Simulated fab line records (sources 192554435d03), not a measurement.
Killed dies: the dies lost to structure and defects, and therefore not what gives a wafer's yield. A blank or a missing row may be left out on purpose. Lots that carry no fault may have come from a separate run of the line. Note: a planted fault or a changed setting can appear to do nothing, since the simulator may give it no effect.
Chamber matching -- flow n5_finfet -- N5_BEOL_M7_PECVD_70 on pecvd-01: 3 sister chambers
The step deposits SiO2 from TEOS/O2, target thk 20 nm, time 22.7 s. 6 wafers are shown with their chamber, then 9 later ones without.

## WAFERS PAIRED WITH THEIR CHAMBERS
wafer,chamber,throttle_valve_pct (%),showerhead_plenum_p_Torr (Torr)
L087.1,1,21.4,8.73
L087.3,2,21.9,8.81
L087.6,0,24.4,8.80
L089.1,1,21.4,8.76
L089.5,2,21.6,8.82
L089.6,0,24.3,8.84

## WAFERS MISSING THEIR CHAMBER
wafer,throttle_valve_pct (%),showerhead_plenum_p_Torr (Torr)
L092.1,24.2,8.84
L092.2,21.6,8.74
L092.4,24.6,8.81
L095.3,21.9,8.82
L095.4,21.6,8.75
L095.6,24.3,8.80
L096.1,24.6,8.83
L096.4,21.4,8.74
L096.5,24.5,8.83

## WHICH CHAMBER EACH ONE RAN IN
wafer,from the rows above,in truth
L092.1,0,0
L092.2,1,1
L092.4,0,0
L095.3,2,2
L095.4,can't be placed: 1 or 2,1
L095.6,0,0
L096.1,0,0
L096.4,1,1
L096.5,0,0
Placed correctly: 8 of 9. These rows do not allow placing 1 (true chamber among the candidates in 1). Placed wrongly: 0.
How it was worked out, from the rows above alone: a wafer's distance from a chamber is the root of the sum, over the readings, of the square of ((its reading less the chamber's mean) divided by the reading's scatter). If the next closest chamber is less than 2 further off than the closest, the wafer can't be placed; otherwise it belongs to the closest. The mean given for a chamber averages the wafers shown for that chamber. The scatter: the root of (the sum of the squares of (reading less its chamber's mean) over the shown wafers, divided by (wafers less chambers)).
